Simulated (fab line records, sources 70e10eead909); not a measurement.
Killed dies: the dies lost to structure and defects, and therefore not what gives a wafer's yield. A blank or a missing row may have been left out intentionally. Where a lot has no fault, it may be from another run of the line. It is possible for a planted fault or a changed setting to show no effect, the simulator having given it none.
Which tool was responsible?    flow nandHarc    33 wafers from 11 lots sampled at 5 of the route's 1302 steps

WHAT THE GAUGES READ, wafer by wafer
NHARC_END_SORT_01. Usual: defectLimitedYield 92.3 %, standard deviation 2.2; killedAtArray 47, standard deviation 14; killedAtOther 0.5, standard deviation 0.72; killedAtPeriphery 4, standard deviation 3.1; killedDies 52, standard deviation 15; killedOpen 3.2, standard deviation 1.9; killedShort 2.4, standard deviation 1.7; sort_bin_2_pct 2.7 %, standard deviation 1.1; sort_bin_3_pct 0.6 %, standard deviation 0.34; sort_bin_4_pct 4.4 %, standard deviation 1.3; sortNPass 625, standard deviation 15; sortRimYieldPct 90 %, standard deviation 4.3; sortYieldPct 92.3 %, standard deviation 2.2.
lot   measured      on         defectLimitedYield (%)  killedAtArray  killedAtOther  killedAtPeriphery  killedDies  killedOpen  killedShort  sort_bin_2_pct (%)  sort_bin_3_pct (%)  sort_bin_4_pct (%)  sortNPass    sortRimYieldPct (%)  sortYieldPct (%)  flag
L640  day 23 11:16  prober-01  89.1 88.2 90.8          69 73 57       1 0 1          4 7 4              74 80 62    4 1 1       2 5 2        4.9 4.6 3.5         0.7 1.3 0.7         5.3 5.9 4.9         603 597 615  91 86 96             89.1 88.2 90.8    
L639  day 24 01:45  prober-02  90.3 90.7 88.6          64 59 75       0 1 1          2 3 1              66 63 77    2 4 4       1 5 4        2.5 4.1 3.2         0.6 0.4 0.1         6.6 4.7 8.0         611 614 600  90 87 92             90.3 90.7 88.6    
L649  day 32 01:29  prober-02  93.8 92.3 91.4          42 47 54       0 0 0          0 5 4              42 52 58    3 5 5       4 4 1        2.5 2.8 2.8         0.4 0.7 0.4         3.2 4.1 5.3         635 625 619  87 90 86             93.8 92.3 91.4    
L651  day 32 06:51  prober-01  92.5 94.7 92.6          42 32 41       0 1 0          9 3 9              51 36 50    1 4 6       1 0 0        3.2 1.2 3.1         0.6 0.6 0.6         3.7 3.5 3.7         626 641 627  98 91 98             92.5 94.7 92.6    
L655  day 33 00:52  prober-02  90.5 93.4 91.4          61 41 57       0 0 0          3 4 1              64 45 58    3 1 1       3 2 1        4.6 2.2 3.1         0.1 0.3 0.3         4.7 4.1 5.2         613 632 619  88 86 89             90.5 93.4 91.4    
L657  day 33 08:36  prober-02  92.3 91.1 90.1          50 55 63       0 0 0          2 5 4              52 60 67    6 1 9       2 3 3        2.8 3.7 3.1         0.9 0.7 0.4         4.0 4.4 6.4         625 617 610  89 94 93             92.3 91.1 90.1    
L658  day 33 14:49  prober-01  89.2 91.7 94.1          61 49 33       2 2 1          10 5 6             73 56 40    1 3 1       1 3 1        3.7 3.7 3.0         1.3 0.6 0.3         5.8 4.0 2.7         604 621 637  82 91 85             89.2 91.7 94.1    
L661  day 34 08:01  prober-02  92.8 95.3 93.8          46 29 40       0 1 0          3 2 2              49 32 42    2 4 2       3 2 3        2.1 2.1 1.9         0.1 0.1 0           5.0 2.5 4.3         628 645 635  93 88 97             92.8 95.3 93.8    

WHICH TOOL RAN EACH LOT (tool, then ch and the chambers of the sampled wafers, then the start)
lot   NHARC_P_M0_DEGAS_28          NHARC_P_M0_PVD_21                       NHARC_P_M0_DEP_32                NHARC_P_M1_ETCH_28
L640  pvdSputter-01, day 5 07:52   pvdSputter-01, day 5 09:34 or earlier   pecvd-04 ch 0,1,2, day 5 09:34   rieDiel-09 ch 0,2,3, day 5 11:37
L639  pvdSputter-03, day 5 08:50   pvdSputter-03, day 5 10:34 or earlier   pecvd-02 ch 1,2, day 5 10:34     rieDiel-09 ch 0,1, day 5 12:36
L643  pvdSputter-02, day 6 15:58   pvdSputter-02, day 6 18:07 or earlier   pecvd-02 ch 0,1,2, day 6 18:07   rieDiel-13 ch 1,2,3, day 6 20:10
L649  pvdSputter-01, day 9 01:25   pvdSputter-01, day 9 03:08 or earlier   pecvd-02 ch 0,2, day 9 03:08     rieDiel-13 ch 1,2,3, day 9 05:13
L651  pvdSputter-03, day 9 22:20   pvdSputter-03, day 10 00:01 or earlier  pecvd-04 ch 0,1,2, day 10 00:01  rieDiel-13 ch 0,2,3, day 10 02:04
L655  pvdSputter-01, day 11 17:56  pvdSputter-01, day 11 19:38 or earlier  pecvd-02 ch 0,1,2, day 11 19:38  rieDiel-09 ch 0,2,3, day 11 21:41
L656  pvdSputter-03, day 12 06:20  pvdSputter-03, day 12 08:05 or earlier  pecvd-01 ch 0,1,2, day 12 08:05  rieDiel-09 ch 0,1, day 12 10:05
L657  pvdSputter-03, day 12 17:54  pvdSputter-03, day 12 19:37 or earlier  pecvd-01 ch 0,1,2, day 12 19:37  rieDiel-13 ch 0,2,3, day 12 21:31
L658  pvdSputter-03, day 12 23:04  pvdSputter-03, day 13 00:44 or earlier  pecvd-04 ch 1,2, day 13 00:44    rieDiel-13 ch 0,2,3, day 13 02:49
L661  pvdSputter-01, day 14 06:29  pvdSputter-01, day 14 08:27 or earlier  pecvd-01 ch 0,1, day 14 08:27    rieDiel-09 ch 0,3, day 14 10:35
L662  pvdSputter-01, day 14 12:39  pvdSputter-01, day 14 14:24 or earlier  pecvd-02 ch 0,1, day 14 14:24    rieDiel-09 ch 0,1,3, day 14 16:28
- NHARC_P_M0_DEGAS_28: time 60 s.
- NHARC_P_M0_PVD_21: deposits Cu, target thk 30 nm, time 20.49 s.
- NHARC_P_M0_DEP_32: deposits SiCN, target thk 30 nm.
- NHARC_P_M1_ETCH_28: etches the open film in CF4/N2, target depth 30 nm, time 72.99 s.

AS READ BY THE TOOLS THEMSELVES (means over the sampled wafers that have a number; for cases with no such wafer, the mark the record gives instead)
NHARC_P_M0_DEGAS_28. Usual: heaterPowerW 327 W, standard deviation 35.
lot   tool           heaterPowerW (W)  flag
L640  pvdSputter-01  343               
L639  pvdSputter-03  328               
L643  pvdSputter-02  302               
L649  pvdSputter-01  337               
L651  pvdSputter-03  324               
L655  pvdSputter-01  319               
L656  pvdSputter-03  356               
L657  pvdSputter-03  349               
L658  pvdSputter-03  355               
L661  pvdSputter-01  324               
L662  pvdSputter-01  294               

NHARC_P_M0_PVD_21. Usual: substrateTempC 30.00 C, standard deviation 0.13; throttleValvePct 30.2 %, standard deviation 1.3.
lot   tool           substrateTempC (C)  throttleValvePct (%)  flag
L640  pvdSputter-01  30.01               31.4                  
L639  pvdSputter-03  30.02               30.5                  
L643  pvdSputter-02  30.04               30.9                  
L649  pvdSputter-01  29.95               30.7                  
L651  pvdSputter-03  29.95               29.6                  
L655  pvdSputter-01  29.99               30.9                  
L656  pvdSputter-03  29.97               29.7                  
L657  pvdSputter-03  30.02               29.8                  
L658  pvdSputter-03  29.94               29.8                  
L661  pvdSputter-01  30.19               30.9                  
L662  pvdSputter-01  30.02               30.9                  

NHARC_P_M0_DEP_32. Usual: chamberPressureTorr 2.999 Torr, standard deviation 0.0062; heaterPowerW 610 W, standard deviation 65.
lot   tool      chamberPressureTorr (Torr)  heaterPowerW (W)  flag
L640  pecvd-04  3.003                       629               
L639  pecvd-02  3.000                       598               
L643  pecvd-02  2.997                       658               
L649  pecvd-02  2.999                       623               
L651  pecvd-04  2.999                       633               
L655  pecvd-02  2.994                       647               
L656  pecvd-01  2.996                       585               
L657  pecvd-01  3.000                       537               
L658  pecvd-04  2.999                       601               
L661  pecvd-01  2.994                       640               
L662  pecvd-02  3.000                       641               

NHARC_P_M1_ETCH_28. Usual: cf4FlowSccm 50.02 sccm, standard deviation 0.17; drypumpMotorCurrentA 5.5 A, standard deviation 0.33; oesProductAu 1.000 a.u., standard deviation 0.0097; rfVppV 313.8 V, standard deviation 1.9; showerheadPlenumPTorr 2.60 Torr, standard deviation 0.092; throttleValvePct 19.794 %, standard deviation 0.0089.
lot   tool        cf4FlowSccm (sccm)  drypumpMotorCurrentA (A)  oesProductAu (a.u.)  rfVppV (V)  showerheadPlenumPTorr (Torr)  throttleValvePct (%)  flag
L640  rieDiel-09  50.09               5.4                       1.003                314.4       2.66                          19.792                
L639  rieDiel-09  50.19               5.2                       1.004                314.3       2.63                          19.801                
L643  rieDiel-13  50.03               5.4                       1.007                314.3       2.61                          19.788                
L649  rieDiel-13  49.88               5.5                       0.990                314.3       2.61                          19.787                
L651  rieDiel-13  49.96               5.7                       0.995                312.4       2.54                          19.793                
L655  rieDiel-09  49.98               5.4                       0.996                315.0       2.66                          19.795                
L656  rieDiel-09  50.17               5.3                       1.012                313.9       2.62                          19.797                
L657  rieDiel-13  49.89               5.7                       1.000                313.0       2.54                          19.794                
L658  rieDiel-13  49.90               5.7                       1.005                312.7       2.54                          19.795                
L661  rieDiel-09  50.00               5.6                       1.004                314.7       2.70                          19.791                
L662  rieDiel-09  49.90               5.4                       1.004                314.6       2.66                          19.798                

THE ANSWER, worked out from the rows above alone
Rule: take the mean of a lot's wafers that have a number; if it is more than 3 standard deviations from the usual mean, the lot is off. Also off: a lot with no number at a reading for which 4 or more lots have one. All remaining lots with rows at the step are treated as sound. After the gauges, taken in route order, come the tools' own readings; for these a lot's mean is taken, as printed above. The first step at which some lot is off is used, and at that step the reading that is off furthest; a lot without a number counts as furthest.
Across all readings shown, no lot is off: no conclusion can be drawn from this.

WHAT THE SIMULATOR HAD INSERTED
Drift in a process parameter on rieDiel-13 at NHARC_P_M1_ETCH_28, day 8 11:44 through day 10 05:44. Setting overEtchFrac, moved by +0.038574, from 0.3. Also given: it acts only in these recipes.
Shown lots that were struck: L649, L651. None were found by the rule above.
